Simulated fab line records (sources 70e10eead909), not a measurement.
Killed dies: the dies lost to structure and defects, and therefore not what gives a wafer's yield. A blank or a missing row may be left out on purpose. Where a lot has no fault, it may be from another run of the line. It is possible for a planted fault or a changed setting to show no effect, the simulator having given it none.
The tool behind it: which one? + flow nand harc + Sampling: 12 lots, 36 wafers, 7 of 1159 route steps

WHAT THE GAUGES SHOWED, per wafer
NHARC_A_M0_THK_MEAS_24: measures by xrf.
| lot  | measured     | on            | thk nm (nm)       |
|------|--------------|---------------|-------------------|
| L189 | day 17 22:32 | film metro-02 | 115.1 113.2 113.5 |
| L190 | day 17 23:10 | film metro-02 | 115.4 114.7 113.5 |
| L198 | day 19 22:09 | film metro-01 | 111.7 112.1 113.1 |
| L197 | day 19 22:29 | film metro-02 | 110.8 112.7 115.2 |
| L199 | day 20 10:41 | film metro-02 | 116.0 115.0 114.1 |
| L203 | day 20 22:40 | film metro-01 | 111.6 111.7 110.3 |
| L202 | day 21 02:06 | film metro-01 | 112.9 111.2 113.5 |
| L204 | day 21 20:21 | film metro-02 | 112.9 111.8 112.0 |
| L209 | day 22 08:49 | film metro-01 | 114.1 114.8 114.0 |
| L208 | day 22 16:30 | film metro-01 | 110.0 113.8 114.4 |
| L210 | day 23 02:20 | film metro-01 | 111.6 112.2 114.2 |
| L211 | day 23 02:45 | film metro-01 | 114.3 112.4 114.3 |

NHARC_A_M1_THK_MEAS_24: measures by xrf.
| lot  | measured     | on            | thk nm (nm)       |
|------|--------------|---------------|-------------------|
| L189 | day 18 03:10 | film metro-01 | 155.5 154.5 155.3 |
| L190 | day 18 03:25 | film metro-01 | 151.5 152.0 154.3 |
| L198 | day 20 02:20 | film metro-01 | 29.9 30.4 30.1    |
| L197 | day 20 02:42 | film metro-02 | 29.5 30.1 29.1    |
| L199 | day 20 15:03 | film metro-01 | 30.2 31.3 30.0    |
| L203 | day 21 03:25 | film metro-02 | 152.9 154.3 152.9 |
| L202 | day 21 06:17 | film metro-01 | 153.4 154.8 152.5 |
| L204 | day 22 00:32 | film metro-01 | 154.6 154.2 151.5 |
| L209 | day 22 13:01 | film metro-02 | 155.0 156.4 153.7 |
| L208 | day 22 20:50 | film metro-01 | 153.2 155.4 155.6 |
| L210 | day 23 06:32 | film metro-02 | 153.9 150.5 153.8 |
| L211 | day 23 07:00 | film metro-01 | 154.3 151.2 151.5 |

NHARC_END_SORT_01.
| lot  | measured     | on        | defect limited yield (%) | killed at array | killed at other | killed at periphery | killed dies | killed open | killed short | sort_bin_2_pct (%) | sort_bin_3_pct (%) | sort_bin_4_pct (%) | sort n pass | sort rim yield pct (%) | sort yield pct (%) |
|------|--------------|-----------|--------------------------|-----------------|-----------------|---------------------|-------------|-------------|--------------|--------------------|--------------------|--------------------|-------------|------------------------|--------------------|
| L198 | day 21 17:40 | prober-01 | 0 0 0                    | 675 674 672     | 2 1 2           | 0 2 3               | 677 677 677 | 3 3 5       | 0 4 2        | 96.3 97.5 97.2     | 0.15 0.59 0        | 3.5 1.9 2.8        | 0 0 0       | 0 0 0                  | 0 0 0              |
| L197 | day 21 17:44 | prober-02 | 0 0 0                    | 676 674 673     | 1 0 0           | 0 3 4               | 677 677 677 | 2 1 3       | 3 0 1        | 97.6 97.3 97.0     | 0.30 0.15 0        | 2.1 2.5 3.0        | 0 0 0       | 0 0 0                  | 0 0 0              |
| L199 | day 22 11:59 | prober-01 | 0 0 0                    | 677 674 675     | 0 1 1           | 0 2 1               | 677 677 677 | 0 3 2       | 2 2 0        | 96.5 96.8 97.2     | 0.15 0.44 0.30     | 3.4 2.8 2.5        | 0 0 0       | 0 0 0                  | 0 0 0              |
| L204 | day 23 07:44 | prober-01 | 93.2 93.2 92.0           | 43 46 51        | 1 0 0           | 2 0 3               | 46 46 54    | 4 1 4       | 0 1 2        | 2.2 1.3 1.8        | 0.15 0.44 0.59     | 4.4 5.0 5.6        | 631 631 623 | 94.3 92.5 99.1         | 93.2 93.2 92.0     |
| L209 | day 24 04:02 | prober-02 | 95.4 95.9 97.2           | 29 22 18        | 0 0 0           | 2 6 1               | 31 28 19    | 4 4 1       | 0 1 0        | 1.9 1.5 1.0        | 0.30 0.15 0.15     | 2.4 2.5 1.6        | 646 649 658 | 97.2 98.1 97.2         | 95.4 95.9 97.2     |
| L208 | day 24 11:01 | prober-01 | 93.1 92.0 92.6           | 40 51 47        | 1 0 0           | 6 3 3               | 47 54 50    | 5 5 2       | 3 4 3        | 2.4 3.0 2.8        | 0.44 0.30 0.59     | 4.1 4.7 4.0        | 630 623 627 | 94.3 87.7 98.1         | 93.1 92.0 92.6     |
| L210 | day 24 20:26 | prober-01 | 95.0 95.0 94.8           | 33 33 35        | 1 0 0           | 0 1 0               | 34 34 35    | 4 2 0       | 0 1 4        | 1.2 1.5 1.9        | 0.30 0.15 0.30     | 3.5 3.4 3.0        | 643 643 642 | 90.6 93.4 97.2         | 95.0 95.0 94.8     |
| L211 | day 24 17:16 | prober-02 | 94.7 95.1 95.1           | 34 31 26        | 2 2 6           | 0 0 1               | 36 33 33    | 3 0 2       | 2 3 1        | 1.5 1.8 2.2        | 0.30 0.15 0.30     | 3.5 3.0 2.4        | 641 644 644 | 99.1 93.4 94.3         | 94.7 95.1 95.1     |

TOOL THAT RAN EACH LOT (tool first, then ch and the chambers of the sampled wafers, then the start)
| lot  | NHARC_A_M1_DEGAS_29          | NHARC_A_M1_PRE_CLEAN_30                 | NHARC_A_M1_ECD_22              | NHARC_A_M1_CMP_23             |
|------|------------------------------|-----------------------------------------|--------------------------------|-------------------------------|
| L189 | pvd sputter-03, day 18 01:46 | pvd sputter-03, day 18 02:07 or earlier | ecd cu-02 ch 0,1, day 18 02:07 | cmp-03 ch 0,2,3, day 18 02:51 |
| L190 | pvd sputter-01, day 18 01:56 | pvd sputter-01, day 18 02:16 or earlier | ecd cu-01 ch 0,1, day 18 02:16 | cmp-02 ch 1,2, day 18 03:07   |
| L198 | pvd sputter-03, day 20 00:49 | pvd sputter-03, day 20 01:11 or earlier | ecd cu-01 ch 0,1, day 20 01:11 | cmp-02 ch 1,3, day 20 02:01   |
| L197 | pvd sputter-02, day 20 01:14 | pvd sputter-02, day 20 01:35 or earlier | ecd cu-02 ch 0,1, day 20 01:35 | cmp-04 ch 0,3, day 20 02:23   |
| L199 | pvd sputter-03, day 20 13:40 | pvd sputter-03, day 20 14:07 or earlier | ecd cu-02 ch 0,1, day 20 14:07 | cmp-03 ch 0,3, day 20 14:46   |
| L203 | pvd sputter-01, day 21 01:54 | pvd sputter-01, day 21 02:25 or earlier | ecd cu-02 ch 1, day 21 02:25   | cmp-03 ch 0,2, day 21 03:08   |
| L202 | pvd sputter-02, day 21 04:54 | pvd sputter-02, day 21 05:14 or earlier | ecd cu-02 ch 0,1, day 21 05:14 | cmp-03 ch 0,1,2, day 21 06:03 |
| L204 | pvd sputter-02, day 21 23:06 | pvd sputter-02, day 21 23:34 or earlier | ecd cu-01 ch 0,1, day 21 23:34 | cmp-02 ch 0,2, day 22 00:13   |
| L209 | pvd sputter-02, day 22 11:36 | pvd sputter-02, day 22 12:00 or earlier | ecd cu-02 ch 0,1, day 22 12:00 | cmp-03 ch 0,1,2, day 22 12:46 |
| L208 | pvd sputter-02, day 22 19:26 | pvd sputter-02, day 22 19:47 or earlier | ecd cu-01 ch 0,1, day 22 19:47 | cmp-04 ch 1,2, day 22 20:31   |
| L210 | pvd sputter-01, day 23 05:08 | pvd sputter-01, day 23 05:38 or earlier | ecd cu-01 ch 0,1, day 23 05:38 | cmp-03 ch 2,3, day 23 06:14   |
| L211 | pvd sputter-03, day 23 05:35 | pvd sputter-03, day 23 05:57 or earlier | ecd cu-01 ch 0,1, day 23 05:57 | cmp-02 ch 1,2,3, day 23 06:41 |
- NHARC_A_M1_DEGAS_29: time 60 s.
- NHARC_A_M1_PRE_CLEAN_30: time 30 s.
- NHARC_A_M1_ECD_22: material Cu, target thk 400 nm.
- NHARC_A_M1_CMP_23: polishes, t overpolish 20 s, target thk 154.34 nm.

AS READ BY THE TOOLS THEMSELVES (means over the sampled wafers that have a number; for cases with no such wafer, the mark the record gives instead)
NHARC_A_M1_DEGAS_29.
| lot  | tool           | heater power w (W) |
|------|----------------|--------------------|
| L189 | pvd sputter-03 | 332                |
| L190 | pvd sputter-01 | 340                |
| L198 | pvd sputter-03 | 337                |
| L197 | pvd sputter-02 | 332                |
| L199 | pvd sputter-03 | 340                |
| L203 | pvd sputter-01 | 339                |
| L202 | pvd sputter-02 | 315                |
| L204 | pvd sputter-02 | 274                |
| L209 | pvd sputter-02 | 318                |
| L208 | pvd sputter-02 | 307                |
| L210 | pvd sputter-01 | 330                |
| L211 | pvd sputter-03 | 336                |

NHARC_A_M1_PRE_CLEAN_30.
| lot  | tool           | heater power w (W) |
|------|----------------|--------------------|
| L189 | pvd sputter-03 | 414                |
| L190 | pvd sputter-01 | 387                |
| L198 | pvd sputter-03 | 373                |
| L197 | pvd sputter-02 | 416                |
| L199 | pvd sputter-03 | 421                |
| L203 | pvd sputter-01 | 426                |
| L202 | pvd sputter-02 | 375                |
| L204 | pvd sputter-02 | 382                |
| L209 | pvd sputter-02 | 425                |
| L208 | pvd sputter-02 | 383                |
| L210 | pvd sputter-01 | 384                |
| L211 | pvd sputter-03 | 414                |

NHARC_A_M1_ECD_22.
| lot  | tool      | bath heat duty pct (%) | bath temp c (C) |
|------|-----------|------------------------|-----------------|
| L189 | ecd cu-02 | 6.5                    | 25.00           |
| L190 | ecd cu-01 | 5.9                    | 25.03           |
| L198 | ecd cu-01 | -                      | -               |
| L197 | ecd cu-02 | -                      | -               |
| L199 | ecd cu-02 | -                      | -               |
| L203 | ecd cu-02 | 6.7                    | 25.08           |
| L202 | ecd cu-02 | 5.7                    | 24.88           |
| L204 | ecd cu-01 | 6.1                    | 25.00           |
| L209 | ecd cu-02 | 6.1                    | 24.98           |
| L208 | ecd cu-01 | 6.4                    | 24.98           |
| L210 | ecd cu-01 | 6.3                    | 24.93           |
| L211 | ecd cu-01 | 6.4                    | 24.96           |

NHARC_A_M1_CMP_23.
| lot  | tool   | motor current A (A) | slurry filter dp kPa (kPa) | time to endpoint s (s) |
|------|--------|---------------------|----------------------------|------------------------|
| L189 | cmp-03 | 12.0                | 13.57                      | 28.0                   |
| L190 | cmp-02 | 9.6                 | 13.58                      | 25.2                   |
| L198 | cmp-02 | 10.3                | 13.58                      | 0.1                    |
| L197 | cmp-04 | 11.5                | 13.44                      | 1.2                    |
| L199 | cmp-03 | 12.2                | 13.52                      | 0.6                    |
| L203 | cmp-03 | 13.0                | 13.68                      | 26.8                   |
| L202 | cmp-03 | 13.5                | 13.49                      | 27.0                   |
| L204 | cmp-02 | 11.7                | 13.57                      | 25.6                   |
| L209 | cmp-03 | 13.3                | 13.48                      | 26.5                   |
| L208 | cmp-04 | 10.9                | 13.42                      | 29.5                   |
| L210 | cmp-03 | 12.0                | 13.41                      | 28.6                   |
| L211 | cmp-02 | 10.7                | 13.55                      | 22.9                   |

THE ANSWER, worked out from the rows above alone
Rule: the lots themselves supply what counts as usual. The widest of any qualifying gaps counts: lots, ordered by their means at a reading, are off when they make up no more than a third of the lots, leave a main group of 4 or more, and stand apart from it by 3 or more times the standard deviation of that group's means. Not used: any main group whose means are identical at the precision the tables above print for the reading. Also off: a lot with no number at a reading for which 4 or more lots have one. The other lots that the step has rows for count as sound. The gauges are gone through in route order, then the tools' own readings, and for those a lot's mean is taken as printed above. The first step at which some lot is off is used, and at that step the reading that is off furthest; a lot without a number counts as furthest.
Off at NHARC_A_M1_THK_MEAS_24 (thk nm): L198, L197, L199. For the main group the mean is 153.7 nm and the standard deviation 1.
If a tool, at a process step before that reading, ran all the lots that are off and no sound lot after the first of them, it fits. Not tried: the gauges at NHARC_A_M1_THK_MEAS_24; whatever is off there is also off at NHARC_A_M1_ECD_22, on other tools, and gauge error can't account for it. NHARC_A_M1_PRE_CLEAN_30 gives no start for some lots, so the hours and the order of its lots are those of NHARC_A_M1_ECD_22. None of those tried fits.

WHAT THE SIMULATOR HAD INSERTED
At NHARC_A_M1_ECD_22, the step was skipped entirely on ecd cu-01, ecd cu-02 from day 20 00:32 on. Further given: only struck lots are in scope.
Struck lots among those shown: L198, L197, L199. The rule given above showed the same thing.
